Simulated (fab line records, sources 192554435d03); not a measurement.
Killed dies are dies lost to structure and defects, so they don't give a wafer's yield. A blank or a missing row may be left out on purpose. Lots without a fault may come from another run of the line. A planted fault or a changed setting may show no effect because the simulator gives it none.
Chamber matching | flow n5_finfet | N5_BEOL_M7_ETCH_61 on rie_diel-05: 4 sister chambers
The step etches SiARC in CF4, target depth 45.5 nm, time 75.8 s. 4 wafers are shown with their chamber, then 12 later ones without.

WAFERS WITH THEIR CHAMBER
wafer  | chamber | showerhead_plenum_p_Torr (Torr)
L089.3 | 0       | 2.10
L090.1 | 2       | 2.12
L090.2 | 1       | 2.21
L090.3 | 3       | 2.28

WAFERS WITHOUT THEIR CHAMBER
wafer  | showerhead_plenum_p_Torr (Torr)
L093.1 | 2.28
L093.2 | 2.12
L093.5 | 2.09
L095.2 | 2.11
L095.4 | 2.20
L095.6 | 2.11
L096.1 | 2.27
L096.2 | 2.11
L096.6 | 2.27
L097.1 | 2.11
L097.2 | 2.20
L097.4 | 2.27

WHICH CHAMBER EACH WENT THROUGH
wafer  | from the rows above     | in truth
L093.1 | 3                       | 3
L093.2 | 2                       | 2
L093.5 | 0                       | 0
L095.2 | can't be placed: 0 or 2 | 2
L095.4 | 1                       | 1
L095.6 | can't be placed: 0 or 2 | 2
L096.1 | 3                       | 3
L096.2 | can't be placed: 0 or 2 | 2
L096.6 | 3                       | 3
L097.1 | can't be placed: 0 or 2 | 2
L097.2 | 1                       | 1
L097.4 | 3                       | 3
Placed correctly: 8 of 12. Can't be placed from these rows: 4 (the true chamber is among the candidates in 4). Placed wrongly: 0.
How it was worked out, from the rows above alone: a wafer's distance from a chamber is the root of the sum, over the readings, of the square of ((its reading less the chamber's mean) divided by the reading's scatter). The wafer belongs to the nearest chamber; if the next one is less than 2 further off, it can't be placed. A chamber's mean is the mean of its shown wafers. The scatter: with one shown wafer a chamber, the root of the mean of the squares of how far each hidden wafer lies from its nearest shown one.
